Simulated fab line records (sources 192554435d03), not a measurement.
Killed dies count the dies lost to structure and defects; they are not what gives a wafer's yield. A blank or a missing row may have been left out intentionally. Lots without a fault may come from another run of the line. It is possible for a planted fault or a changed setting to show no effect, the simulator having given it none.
fab line records	flow n5-finfet
[record] lots = 9	wafers = 27	last-day = 17
route steps=1938 shown STI_FIN_REVEAL@184 DUMMY_GATE@215 SDB@375 BEOL_M4@1111 PASSIVATION@1936
lots untouched by any fault: they come from a run of this same line in which no faults occurred
start-h: the number of hours between the record's first day and the start of the first shown wafer of the lot	wait-h: hours elapsed since this lot's preceding step	" as in the row above	L1.1+2: a single row standing in for several wafers	- no value, or no start given	* or withheld: withheld	< > ~ a bound
route shown NAME@n: a module of which the file shows steps, and the number in the route of the first	usual: average and standard deviation across the fault-free wafers	same: alike in all rows	chamber/n: place in a boat	sites: each site's reading	_std_site: standard deviation across them	_edge_site: outer sites' mean less inner sites'	radius-mm: for every site, how far away it sits from the centre of the wafer	mask NAME#n: copy n	behind: tool/chamber where the wafer was last shaped	hold: why the lot went on hold/how many hours it stayed there/how the hold came to an end	device: transistor that didn't switch, given as n, p or np	end of line: tests of these same wafers at the route's end	a step without rows: its recipe alone	killed: the dies lost at the first sort to structure and to defects; this is not the yield of the wafer	map: a wafer's dies, x killed, . not, _ none there
set.NAME: the setting as run; set.NAME@STEP: as run at that earlier step	model.NAME: the simulator's own value behind a step, which no gauge read
the route's steps for a sample of lots (tables are steps, rows are wafers)
services: when a tool's chamber went out of use (start-h, in hours from the record's first day, below 0 if earlier), for how many hours, and the reason
[[steps]]
[step N5_STI_FIN_REVEAL_ALD_14]
[recipe] material = Si3N4	target-thk-a = 30	temp-c = 400	ald-precursor-family = SiH2I2	ald-co-reactant = N2/H2-plasma	pressure-torr = 2
[usual] heater-power-w = 820/84
lot.wafer	tool	chamber	start-h	wait-h	heater-power-w
L751.2	ald-sin-01	1	28.72	0.0	782
L751.3	"	2	"	"	829
L751.5	"	1	"	"	788
L752.1	ald-sin-01	2	34.72	0.0	844
L752.3	"	0	"	"	790
L752.5	"	0	"	"	775
L757.1	ald-sin-03	3	65.18	0.0	777
L757.3	"	0	"	"	782
L757.5	"	0	"	"	776
L758.2	ald-sin-03	3	70.49	0.0	775
L758.3	"	1	"	"	754
L758.5	"	0	"	"	764
L759.1	ald-sin-02	0	78.89	0.0	967
L759.2	"	1	"	"	1120
L759.3	"	3	"	"	833
L760.2	ald-sin-03	3	82.49	0.0	774
L760.4	"	0	"	"	784
L760.5	"	3	"	"	778
L761.2	ald-sin-03	1	88.82	0.0	765
L761.3	"	0	"	"	786
L761.5	"	3	"	"	780
L764.1	ald-sin-03	2	105.73	0.0	835
L764.3	"	1	"	"	781
L764.6	"	0	"	"	787
L771.1	ald-sin-02	1	148.76	0.0	1126
L771.4	"	0	"	"	939
L771.6	"	3	"	"	848
[step N5_STI_FIN_REVEAL_FIN_H_MEAS_10]
[usual] trench-depth-nm = 52.1/0.66
lot.wafer	tool	chamber	start-h	wait-h	trench-depth-nm
L751.2	ocd-01	-	37.40	0.0	52.0
L751.3	"	-	"	"	52.4
L751.5	"	-	"	"	51.9
L752.1	ocd-02	-	43.95	0.0	52.3
L752.3	"	-	"	"	53.0
L752.5	"	-	"	"	52.2
L757.1	ocd-01	-	73.91	0.0	51.2
L757.3	"	-	"	"	52.8
L757.5	"	-	"	"	52.7
L758.2	ocd-01	-	79.19	0.0	52.3
L758.3	"	-	"	"	51.7
L758.5	"	-	"	"	52.1
L759.1	ocd-01	-	87.59	0.0	52.2
L759.2	"	-	"	"	53.4
L759.3	"	-	"	"	51.9
L760.2	ocd-02	-	92.86	0.0	51.9
L760.4	"	-	"	"	50.5
L760.5	"	-	"	"	50.9
L761.2	ocd-02	-	97.45	0.0	51.3
L761.3	"	-	"	"	51.9
L761.5	"	-	"	"	51.7
L764.1	ocd-01	-	114.88	0.0	52.4
L764.3	"	-	"	"	52.1
L764.6	"	-	"	"	52.4
L771.1	ocd-02	-	157.28	0.0	51.5
L771.4	"	-	"	"	52.7
L771.6	"	-	"	"	52.5
[step N5_STI_FIN_REVEAL_INSPECT_13]
[recipe] inspect-instrument = darkfield	mode = post-clean
[usual] raw-defect-count = 12/5.7
lot.wafer	tool	chamber	start-h	wait-h	raw-defect-count
L751.2	defect-inspect-01	-	37.48	0.0	14
L751.3	"	-	"	"	28
L751.5	"	-	"	"	6
L752.1	defect-inspect-01	-	44.04	0.0	7
L752.3	"	-	"	"	14
L752.5	"	-	"	"	18
L757.1	defect-inspect-01	-	74.00	0.0	20
L757.3	"	-	"	"	15
L757.5	"	-	"	"	13
L758.2	defect-inspect-02	-	79.28	0.0	5
L758.3	"	-	"	"	4
L758.5	"	-	"	"	3
L759.1	defect-inspect-02	-	87.68	0.0	12
L759.2	"	-	"	"	10
L759.3	"	-	"	"	14
L760.2	defect-inspect-01	-	92.95	0.0	6
L760.4	"	-	"	"	10
L760.5	"	-	"	"	14
L761.2	defect-inspect-02	-	97.57	0.0	8
L761.3	"	-	"	"	9
L761.5	"	-	"	"	26
L764.1	defect-inspect-01	-	114.97	0.0	5
L764.3	"	-	"	"	9
L764.6	"	-	"	"	17
L771.1	defect-inspect-01	-	157.37	0.0	8
L771.4	"	-	"	"	9
L771.6	"	-	"	"	10
[step N5_DUMMY_GATE_CVD_03]
[recipe] material = a-Si	target-thk-a = 1500	temp-c = 530	precursor = SiH4	time-s = 8042
lot.wafer	tool	chamber	start-h	wait-h
L751.2+3+5	lpcvd-01	0/20,0/25,0/34	37.68	0.1
L752.1+3+5	lpcvd-01	0/90,0/100,0/109	44.24	0.1
L757.1+3+5	lpcvd-01	1/65,1/75,1/84	74.20	0.1
L758.2+3+5	lpcvd-02	0/45,0/50,0/59	79.48	0.1
L759.1+2+3	lpcvd-01	0/40,0/45,0/50	89.35	0.1
L760.2+4+5	lpcvd-01	1/45,1/54,1/59	93.46	0.1
L761.2+3+5	lpcvd-02	1/95,1/100,1/109	98.04	0.1
L764.1+3+6	lpcvd-02	1/15,1/25,1/39	115.60	0.1
L771.1+4+6	lpcvd-02	0/65,0/79,0/89	157.57	0.1
[step N5_DUMMY_GATE_THK_MEAS_05]
[usual] thk-nm = 72.4/1.2
lot.wafer	tool	chamber	start-h	wait-h	thk-nm
L751.2	film-metro-02	-	41.68	0.2	71.4
L751.3	"	-	"	"	72.6
L751.5	"	-	"	"	72.3
L752.1	film-metro-02	-	48.22	0.2	72.0
L752.3	"	-	"	"	72.7
L752.5	"	-	"	"	72.2
L757.1	film-metro-02	-	80.01	0.1	73.3
L757.3	"	-	"	"	72.2
L757.5	"	-	"	"	73.3
L758.2	film-metro-01	-	83.46	0.1	75.3
L758.3	"	-	"	"	72.4
L758.5	"	-	"	"	70.6
L759.1	film-metro-02	-	93.34	0.2	71.6
L759.2	"	-	"	"	70.0
L759.3	"	-	"	"	74.8
L760.2	film-metro-01	-	97.44	0.2	72.4
L760.4	"	-	"	"	72.5
L760.5	"	-	"	"	71.5
L761.2	film-metro-02	-	102.03	0.2	70.9
L761.3	"	-	"	"	75.6
L761.5	"	-	"	"	72.9
L764.1	film-metro-01	-	119.80	0.2	74.2
L764.3	"	-	"	"	72.7
L764.6	"	-	"	"	73.1
L771.1	film-metro-01	-	161.55	0.2	53.1
L771.4	"	-	"	"	50.9
L771.6	"	-	"	"	50.9
[step N5_DUMMY_GATE_ETCH_44]
[recipe] chemistry = HBr/O2	over-etch-frac = 0.7	target-depth-a = 1275	stop-on = SiO2	ion-energy-ev = 60	bias-w = 20	target = poly-Si	mask-material = SiO2	pressure-mtorr = 20	icp-w = 400	HBr_flow_sccm = 120	O2_flow_sccm = 10
[usual] drypump-motor-current-A = 5.6/0.45	oes-product-au = 0.726/0.015	throttle-valve-pct = 18.37/0.24
lot.wafer	tool	chamber	start-h	wait-h	drypump-motor-current-A	oes-product-au	rf-hours-counter-h	throttle-valve-pct
L751.2	rie-si-02	2	47.12	0.0	5.4	0.709	60	18.09
L751.3	"	1	"	"	5.7	0.746	54	18.07
L751.5	"	2	"	"	5.4	0.717	-	18.11
L752.1	rie-si-01	0	53.44	0.0	6.1	0.747	7	18.13
L752.3	"	1	"	"	5.1	0.738	101	18.40
L752.5	"	1	"	"	5.1	0.735	-	18.42
L757.1	rie-si-04	3	87.25	0.0	5.1	0.709	135	18.07
L757.3	"	1	"	"	5.8	0.740	58	18.71
L757.5	"	0	"	"	5.8	0.722	-	18.55
L758.2	rie-si-04	1	88.76	0.0	5.8	0.749	58	18.72
L758.3	"	3	"	"	5.1	0.702	135	18.08
L758.5	"	1	"	"	5.8	0.728	-	18.71
L759.1	rie-si-02	3	98.66	0.0	5.5	0.720	8	18.27
L759.2	"	1	"	"	5.7	0.714	55	18.06
L759.3	"	0	"	"	5.8	0.724	4	18.72
L760.2	rie-si-04	3	102.76	0.0	5.1	0.699	136	18.09
L760.4	"	2	"	"	5.1	0.737	128	18.46
L760.5	"	2	"	"	5.1	0.724	-	18.46
L761.2	rie-si-04	1	107.40	0.0	5.8	0.736	59	18.72
L761.3	"	2	"	"	5.1	0.759	128	18.45
L761.5	"	1	"	"	5.7	0.742	-	18.74
L764.1	rie-si-04	3	125.00	0.0	5.1	0.720	136	18.08
L764.3	"	1	"	"	5.8	0.743	59	18.71
L764.6	"	1	"	"	5.8	0.735	-	18.71
L771.1	rie-si-04	2	166.85	0.0	5.1	0.644	129	18.47
L771.4	"	0	"	"	5.8	0.605	7	18.56
L771.6	"	1	"	"	5.8	0.635	-	18.70
[step N5_SDB_THK_MEAS_31]
[recipe] reads = a-Si_of_DUMMY_GATE_CVD_03
[usual] SDB_THK = 64.7/1.2
lot.wafer	tool	chamber	start-h	wait-h	SDB_THK[nm]
L751.2	film-metro-02	-	72.52	-	63.6
L751.3	"	-	"	"	64.9
L751.5	"	-	"	"	64.6
L752.1	film-metro-02	-	75.41	0.2	64.3
L752.3	"	-	"	"	64.9
L752.5	"	-	"	"	64.4
L757.1	film-metro-02	-	109.75	-	65.6
L757.3	"	-	"	"	64.4
L757.5	"	-	"	"	65.5
L758.2	film-metro-01	-	112.81	-	67.5
L758.3	"	-	"	"	64.7
L758.5	"	-	"	"	62.9
L759.1	film-metro-02	-	122.17	-	63.9
L759.2	"	-	"	"	62.3
L759.3	"	-	"	"	67.0
L760.2	film-metro-01	-	126.83	-	64.5
L760.4	"	-	"	"	64.6
L760.5	"	-	"	"	63.7
L761.2	film-metro-01	-	129.20	-	63.2
L761.3	"	-	"	"	67.9
L761.5	"	-	"	"	65.2
L764.1	film-metro-02	-	147.07	-	66.4
L764.3	"	-	"	"	64.9
L764.6	"	-	"	"	65.4
L771.1	film-metro-01	-	191.00	-	45.3
L771.4	"	-	"	"	43.2
L771.6	"	-	"	"	43.1
[step N5_BEOL_M4_RC_MEAS_101]
[usual] DIBL_N = 36.8/2.2	DIBL_P = 37.0/2.8	IOFF_N = 0.18/0.043	IOFF_P = 0.23/0.05	ION_N = 680/14	ION_P = 466/9.1	SS_N = 71.7/0.74	SS_P = 73.5/0.79	VT_N = 248/4	VT_P = -249/4.1
lot.wafer	tool	chamber	start-h	wait-h	DIBL_N[mV/V]	DIBL_P[mV/V]	IOFF_N[nA/um]	IOFF_P[nA/um]	ION_N[uA/um]	ION_P[uA/um]	SS_N[mV/dec]	SS_P[mV/dec]	VT_N[mV]	VT_P[mV]
L751.2	prober-01	0	177.38	0.2	34.7	35.3	0.13	0.19	665	459	71.2	73.2	251	-253
L751.3	"	0	"	"	33.8	35.0	0.13	0.19	687	467	71.0	73.7	249	-251
L751.5	"	0	"	"	37.8	38.8	0.20	0.25	689	467	71.7	74.1	246	-249
L752.1	prober-02	0	177.57	0.0	37.8	36.7	0.16	0.19	666	450	71.9	73.9	249	-254
L752.3	"	0	"	"	34.9	33.9	0.13	0.17	677	462	69.7	73.0	252	-255
L752.5	"	0	"	"	38.9	38.6	0.19	0.23	688	463	71.8	73.7	248	-251
L758.2	prober-02	0	203.49	0.2	37.2	36.0	0.17	0.22	678	465	72.8	73.9	248	-248
L758.3	"	0	"	"	34.5	33.0	0.13	0.18	658	457	71.3	72.6	250	-250
L758.5	"	0	"	"	38.6	38.7	0.20	0.26	677	469	72.6	73.6	246	-246
L757.1	prober-02	0	205.15	0.0	38.0	36.7	0.21	0.23	690	468	71.7	73.6	246	-250
L757.3	"	0	"	"	39.4	38.2	0.22	0.24	699	469	72.1	74.7	249	-248
L757.5	"	0	"	"	34.8	32.6	0.13	0.16	684	462	71.1	72.6	253	-253
L759.1	prober-02	0	224.45	0.0	40.9	45.1	0.28	0.36	698	474	72.8	75.9	240	-244
L759.2	"	0	"	"	36.3	39.3	0.17	0.23	685	472	71.2	72.8	247	-251
L759.3	"	0	"	"	31.0	32.1	0.09	0.13	647	449	69.7	71.9	256	-257
L761.2	prober-02	0	230.72	0.2	40.1	39.8	0.20	0.30	671	470	72.0	74.3	249	-244
L761.3	"	0	"	"	38.5	38.5	0.19	0.28	681	477	71.6	73.3	246	-243
L761.5	"	0	"	"	42.5	42.6	0.27	0.36	700	479	73.1	74.9	244	-242
L760.2	prober-01	0	230.98	0.2	36.7	37.0	0.18	0.25	681	472	71.6	73.8	246	-245
L760.4	"	0	"	"	36.1	36.3	0.17	0.24	673	471	72.1	73.8	249	-248
L760.5	"	0	"	"	35.3	35.5	0.14	0.24	662	462	71.9	73.0	253	-246
L764.1	prober-02	0	247.48	0.0	36.1	36.5	0.15	0.20	674	462	71.9	73.4	251	-251
L764.3	"	0	"	"	35.9	35.4	0.16	0.20	684	460	71.3	73.3	248	-251
L764.6	"	0	"	"	37.0	37.1	0.17	0.23	683	463	71.3	73.4	248	-248
L771.1	prober-02	0	293.41	0.0	38.8	40.2	0.22	0.29	696	472	72.0	74.7	247	-244
L771.4	"	0	"	"	37.5	39.5	0.20	0.29	696	480	72.4	74.3	245	-244
L771.6	"	0	"	"	37.8	38.9	0.18	0.25	679	466	72.2	74.3	249	-245
[step N5_PASSIVATION_PROBE_49]
[usual] defect-limited-yield = 91.4/1.5	killed_at_M0_to_M3 = 36/11	killed_at_M4_up = 14/6	killed-at-contacts = 11/6	killed-at-front-end = 37/11	killed-at-other = 4/3.4	killed-dies = 102/18	killed-on-rim = 13/3.5	killed-open = 66/13	killed-short = 34/7.8	sort_bin_4_leakage = 0.00/0.017	sort_bin_5_function = 5.0/0.97	sort_bin_6_memory = 3.2/0.7	sort-n-pass = 1078/19	sort-yield-pct = 91.3/1.6
[same] gross-dies = 1180	killed-at-back-side = 0	sort_bin_8_speed[%] = 0
lot.wafer	tool	chamber	start-h	wait-h	defect-limited-yield[%]	killed_at_M0_to_M3	killed_at_M4_up	killed-at-contacts	killed-at-front-end	killed-at-other	killed-dies	killed-on-rim	killed-open	killed-short	sort_bin_4_leakage[%]	sort_bin_5_function[%]	sort_bin_6_memory[%]	sort-n-pass	sort-yield-pct[%]
L751.2	prober-02	-	281.74	0.1	90.3	43	23	18	29	2	115	13	83	30	0	5.8	3.6	1065	90.3
L751.3	prober-02	-	281.79	0.1	90.7	38	16	5	45	6	110	13	71	35	0	5.7	3.5	1070	90.7
L751.5	prober-02	-	281.89	0.2	92.3	28	13	5	41	4	91	13	61	27	0	4.3	3.1	1089	92.3
L752.1	prober-01	-	286.92	0.0	92.9	28	16	5	34	1	84	12	57	24	0	4.3	2.5	1096	92.9
L752.3	prober-01	-	287.02	0.1	93.4	22	6	8	34	8	78	11	42	34	0	3.3	2.8	1102	93.4
L752.5	prober-01	-	287.12	0.2	92.7	27	14	12	31	2	86	10	57	26	0	4.2	2.9	1094	92.7
L757.1	prober-02	-	313.20	0.0	90.8	40	8	16	42	2	108	11	66	40	0	6.0	3.1	1072	90.8
L757.3	prober-02	-	313.30	0.1	90.4	41	9	19	37	7	113	19	78	33	0	4.9	4.3	1067	90.4
L757.5	prober-02	-	313.40	0.2	90.2	41	15	18	41	1	116	14	89	25	0	5.9	3.5	1064	90.2
L759.1	prober-01	-	323.72	0.0	89.1	48	16	8	54	3	129	17	83	44	0.08	6.4	3.9	1050	89.0
L759.2	prober-01	-	323.77	0.1	90.2	46	10	7	52	1	116	10	77	34	0	5.8	3.7	1064	90.2
L759.3	prober-01	-	323.82	0.1	91.4	41	7	4	49	0	101	6	64	34	0	5.1	3.4	1079	91.4
L761.2	prober-01	-	332.22	0.1	88.1	76	12	9	44	0	141	15	94	47	0	7.5	4.4	1039	88.1
L761.3	prober-01	-	332.27	0.1	90.8	33	14	8	45	8	108	18	74	28	0	5.3	3.3	1072	90.8
L761.5	prober-01	-	332.37	0.2	88.6	40	4	4	77	9	134	20	95	39	0.08	6.3	4.7	1045	88.6
L760.2	prober-02	-	332.48	0.1	93.2	39	6	9	25	1	80	9	51	28	0	3.5	3.1	1100	93.2
L760.4	prober-02	-	332.58	0.2	91.5	52	15	7	21	5	100	12	68	31	0	5.0	3.3	1080	91.5
L760.5	prober-02	-	332.63	0.2	93.1	42	8	8	21	3	82	6	59	20	0	4.2	2.6	1098	93.1
L764.1	prober-02	-	349.82	0.9	93.5	27	13	5	31	1	77	7	45	30	0	3.4	2.7	1103	93.5
L764.3	prober-02	-	349.92	1.0	90.8	31	13	21	41	2	108	16	65	43	0	5.3	3.5	1072	90.8
L764.6	prober-02	-	350.07	1.1	90.1	36	28	7	44	2	117	19	83	33	0	6.1	3.6	1063	90.1
L771.1	prober-02	-	397.03	0.0	85.8	14	18	6	115	15	168	62	65	32	0	5.2	3.1	1012	85.8
L771.4	prober-02	-	397.18	0.2	83.6	46	8	12	121	6	193	79	74	28	0	4.8	3.9	987	83.6
L771.6	prober-02	-	397.28	0.3	85.3	30	10	9	117	7	173	84	65	19	0	4.2	2.7	1007	85.3
// killed by level:class
L751.2 MOL_CONTACT_COAG:geometric-particle:open=13 BEOL_M1:geometric-particle:open=13 BEOL_M4:geometric-particle:open=11 STI_FIN_REVEAL:geometric-particle:open=10 BEOL_M0_SAQP:geometric-particle:short=9 BEOL_M3:geometric-particle:open=7 BEOL_M0_SAQP:geometric-particle:open=6 FIN_SAQP:geometric-particle:open=5
L751.3 STI_FIN_REVEAL:geometric-particle:open=13 FIN_SAQP:geometric-particle:open=9 BEOL_M3:geometric-particle:open=7 BEOL_M0_SAQP:geometric-particle:open=6 FIN_SAQP:geometric-particle:short=5 BEOL_M0_SAQP:geometric-particle:short=5 BEOL_M1:geometric-particle:open=5 BEOL_M8:geometric-particle:open=5
L751.5 FIN_SAQP:geometric-particle:open=10 BEOL_M0_SAQP:geometric-particle:open=9 FIN_SAQP:geometric-particle:short=6 STI_FIN_REVEAL:geometric-particle:open=5 GATE_CUT:geometric-particle:short=5 BEOL_M3:geometric-particle:open=5 BEOL_M4:geometric-particle:open=5 STARTING-WAFER:geometric-particle:short=4
L752.1 BEOL_M0_SAQP:geometric-particle:open=8 BEOL_M3:geometric-particle:open=7 FIN_SAQP:geometric-particle:short=6 STI_FIN_REVEAL:geometric-particle:open=6 MOL_CONTACT_COAG:geometric-particle:open=5 BEOL_M2:geometric-particle:open=5 FIN_SAQP:geometric-particle:open=4 DUMMY_GATE:geometric-particle:open=4
L752.3 FIN_SAQP:geometric-particle:short=9 FIN_SAQP:geometric-particle:open=6 MOL_CONTACT_COAG:geometric-particle:open=6 BEOL_M2:geometric-particle:open=5 BEOL_M3:geometric-particle:open=5 ILD0:geometric-particle:short=4 GATE_CUT:geometric-particle:open=3 GATE_CUT:geometric-particle:short=3
L752.5 MOL_CONTACT_COAG:geometric-particle:open=11 BEOL_M3:geometric-particle:open=9 BEOL_M0_SAQP:geometric-particle:short=7 FIN_SAQP:geometric-particle:short=6 DUMMY_GATE:geometric-particle:open=6 STI_FIN_REVEAL:geometric-particle:open=5 BEOL_M2:geometric-particle:open=4 FIN_SAQP:geometric-particle:open=3
L757.1 MOL_CONTACT_COAG:geometric-particle:open=13 BEOL_M3:geometric-particle:open=11 BEOL_M0_SAQP:geometric-particle:short=11 FIN_SAQP:geometric-particle:open=9 STI_FIN_REVEAL:geometric-particle:open=7 BEOL_M0_SAQP:geometric-particle:open=5 BEOL_M1:geometric-particle:open=5 STI_FIN_REVEAL:geometric-particle:short=4
L757.3 FIN_SAQP:geometric-particle:open=17 MOL_CONTACT_COAG:geometric-particle:open=14 BEOL_M1:geometric-particle:open=11 BEOL_M3:geometric-particle:open=7 BEOL_M0_SAQP:geometric-particle:open=6 BEOL_M2:geometric-particle:open=6 MOL_CONTACT_COAG:geometric-particle:short=5 BEOL_M0_SAQP:geometric-particle:short=5
L757.5 MOL_CONTACT_COAG:geometric-particle:open=16 FIN_SAQP:geometric-particle:open=12 BEOL_M3:geometric-particle:open=12 FIN_SAQP:geometric-particle:short=9 BEOL_M4:geometric-particle:open=8 BEOL_M0_SAQP:geometric-particle:open=8 BEOL_M2:geometric-particle:open=8 STI_FIN_REVEAL:geometric-particle:open=6
L759.1 BEOL_M2:geometric-particle:open=17 FIN_SAQP:geometric-particle:short=13 DUMMY_GATE:geometric-particle:open=10 BEOL_M4:geometric-particle:open=8 BEOL_M3:geometric-particle:open=6 STI_FIN_REVEAL:geometric-particle:open=6 BEOL_M0_SAQP:geometric-particle:open=6 FIN_SAQP:geometric-particle:open=5
L759.2 FIN_SAQP:geometric-particle:open=18 FIN_SAQP:geometric-particle:short=13 BEOL_M0_SAQP:geometric-particle:short=10 BEOL_M3:geometric-particle:open=10 BEOL_M2:geometric-particle:open=8 BEOL_M0_SAQP:geometric-particle:open=7 BEOL_M1:geometric-particle:open=7 MOL_CONTACT_COAG:geometric-particle:open=6
L759.3 BEOL_M2:geometric-particle:open=15 FIN_SAQP:geometric-particle:open=13 BEOL_M3:geometric-particle:open=9 FIN_SAQP:geometric-particle:short=8 DUMMY_GATE:geometric-particle:open=8 GATE_CUT:geometric-particle:short=6 ILD0:geometric-particle:short=4 BEOL_M0_SAQP:geometric-particle:open=4
L761.2 BEOL_M1:geometric-particle:open=18 BEOL_M2:geometric-particle:open=14 FIN_SAQP:geometric-particle:open=12 BEOL_M0_SAQP:geometric-particle:short=12 FIN_SAQP:geometric-particle:short=10 BEOL_M0_SAQP:geometric-particle:open=10 STI_FIN_REVEAL:geometric-particle:open=9 BEOL_M1:geometric-particle:short=8
L761.3 FIN_SAQP:geometric-particle:open=13 BEOL_M2:geometric-particle:open=10 BEOL_M1:geometric-particle:open=8 BEOL_M4:geometric-particle:open=8 DUMMY_GATE:geometric-particle:open=7 MOL_CONTACT_COAG:geometric-particle:open=6 PASS1_CAP:geometric-particle:short=6 HKMG_FIN:area-etch=5
L761.5 FIN_SAQP:geometric-particle:open=33 BEOL_M1:geometric-particle:open=16 FIN_SAQP:geometric-particle:short=15 BEOL_M2:geometric-particle:open=11 STI_FIN_REVEAL:geometric-particle:open=10 DUMMY_GATE:geometric-particle:open=8 GATE_CUT:geometric-particle:short=6 BEOL_M2:geometric-particle:short=5
L760.2 BEOL_M3:geometric-particle:open=13 BEOL_M0_SAQP:geometric-particle:short=9 MOL_CONTACT_COAG:geometric-particle:open=8 BEOL_M0_SAQP:geometric-particle:open=7 GATE_CUT:geometric-particle:short=5 GATE_CUT:geometric-particle:open=3 BEOL_M0:geometric-particle:open=3 BEOL_M4:geometric-particle:open=3
L760.4 BEOL_M0_SAQP:geometric-particle:open=13 BEOL_M0_SAQP:geometric-particle:short=12 MOL_CONTACT_COAG:geometric-particle:open=7 FIN_SAQP:geometric-particle:open=6 BEOL_M1:geometric-particle:open=6 BEOL_M2:geometric-particle:open=6 FIN_SAQP:geometric-particle:short=5 BEOL_M0:geometric-particle:open=4
L760.5 BEOL_M0_SAQP:geometric-particle:open=15 BEOL_M0_SAQP:geometric-particle:short=8 BEOL_M3:geometric-particle:open=8 MOL_CONTACT_COAG:geometric-particle:open=6 BEOL_M0:geometric-particle:open=4 STARTING-WAFER:geometric-particle:open=4 DUMMY_GATE:geometric-particle:open=3 FIN_SAQP:geometric-particle:open=2
L764.1 FIN_SAQP:geometric-particle:short=6 STI_FIN_REVEAL:geometric-particle:open=6 BEOL_M0_SAQP:geometric-particle:open=6 GATE_CUT:geometric-particle:short=6 BEOL_M1:geometric-particle:open=6 BEOL_M3:geometric-particle:open=5 FIN_SAQP:geometric-particle:open=4 BEOL_M0_SAQP:geometric-particle:short=3
L764.3 MOL_CONTACT_COAG:geometric-particle:open=14 FIN_SAQP:geometric-particle:short=13 BEOL_M0_SAQP:geometric-particle:open=10 STI_FIN_REVEAL:geometric-particle:open=8 MOL_CONTACT_COAG:geometric-particle:short=7 BEOL_M4:geometric-particle:open=7 FIN_SAQP:geometric-particle:open=5 BEOL_M0_SAQP:geometric-particle:short=5
L764.6 BEOL_M4:geometric-particle:open=19 STI_FIN_REVEAL:geometric-particle:open=11 FIN_SAQP:geometric-particle:open=10 BEOL_M1:geometric-particle:open=8 BEOL_M2:geometric-particle:open=7 FIN_SAQP:geometric-particle:short=6 MOL_CONTACT_COAG:geometric-particle:open=5 BEOL_M3:geometric-particle:open=5
L771.1 DUMMY_GATE:area-cvd=71 STI_FIN_REVEAL:geometric-particle:open=11 BEOL_M4:geometric-particle:open=7 FIN_SAQP:geometric-particle:open=6 DUMMY_GATE:geometric-particle:open=6 MOL_CONTACT_COAG:geometric-particle:open=6 PASS1_CAP:geometric-particle:open=6 STI_FIN_REVEAL:geometric-particle:short=5
L771.4 DUMMY_GATE:area-cvd=86 BEOL_M0_SAQP:geometric-particle:short=12 MOL_CONTACT_COAG:geometric-particle:open=11 BEOL_M0_SAQP:geometric-particle:open=10 BEOL_M2:geometric-particle:open=9 FIN_SAQP:geometric-particle:open=8 BEOL_M3:geometric-particle:open=7 DUMMY_GATE:geometric-particle:open=6
L771.6 DUMMY_GATE:area-cvd=88 STI_FIN_REVEAL:geometric-particle:open=10 BEOL_M1:geometric-particle:open=8 MOL_CONTACT_COAG:geometric-particle:open=7 BEOL_M2:geometric-particle:open=7 BEOL_M3:geometric-particle:open=6 DUMMY_GATE:geometric-particle:open=5 BEOL_M0_SAQP:geometric-particle:open=5
[[services]]
tool	chamber	start-h	hours	kind
ald-sin-03	3	7.76	3.1	repair
rie-si-02	-	12.97	0.1	repair
rie-si-01	3	33.25	-	clean
rie-si-01	3	33.25	-	consumable-replace:focus-ring
ald-sin-01	2	37.37	2.8	repair
ald-sin-01	2	44.21	14.3	repair
ald-sin-02	0	48.26	1.7	repair
ald-sin-02	-	54.31	6.1	pm
ald-sin-02	3	69.88	3.5	repair
ald-sin-01	-	85.43	14.0	pm
ald-sin-01	0	85.43	14.0	vent-cycle
ald-sin-01	1	85.43	14.0	vent-cycle
ald-sin-01	2	85.43	14.0	vent-cycle
ald-sin-01	3	85.43	14.0	vent-cycle
ald-sin-02	3	95.33	2.5	repair
ald-sin-01	0	99.43	-	clean
ald-sin-01	1	99.43	-	clean
ald-sin-01	2	99.43	-	clean
ald-sin-01	3	99.43	-	clean
ald-sin-01	-	103.42	0.9	repair
rie-si-02	2	119.16	18.9	repair
rie-si-01	1	129.08	2.1	repair
rie-si-01	-	144.24	2.8	pm
rie-si-04	0	145.61	4.8	repair
[[key]]
[first-sign] step = N5_DUMMY_GATE_THK_MEAS_05	reading = thk-nm	direction = down	sigmas = 17	usual = *	struck = *
[effect] step = N5_DUMMY_GATE_ETCH_44	reading = oes-product-au	direction = down	sigmas = 6.5	usual = 0.726	struck = 0.628
[effect] step = N5_SDB_THK_MEAS_31	reading = SDB_THK	direction = down	sigmas = 17	usual = 64.7	struck = 43.9
[effect] step = N5_PASSIVATION_PROBE_49	reading = killed-at-front-end	direction = up	sigmas = 7	usual = 37	struck = 118
[more-kills-born-at] N5_DUMMY_GATE_CVD_03@lpcvd-02 = 245
met-at N5_DUMMY_GATE_CVD_03
struck-lots L771
struck-wafers L771.1,L771.4,L771.6
not-acting-at N5_STI_FIN_REVEAL_ALD_14,N5_STI_FIN_REVEAL_FIN_H_MEAS_10,N5_STI_FIN_REVEAL_INSPECT_13
onset-between 79.48 157.57
also-fits time
[fault] kind = site-profile-drift	tool = lpcvd-02	chamber = 0	onset-h = 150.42	steps = N5_DUMMY_GATE_CVD_03	basis = fraction	max-abs-drift = 0.29693	slope-share-per-hr = 65.985	site-pattern = 0,0,0,0,0,-1,-1,-1,-1
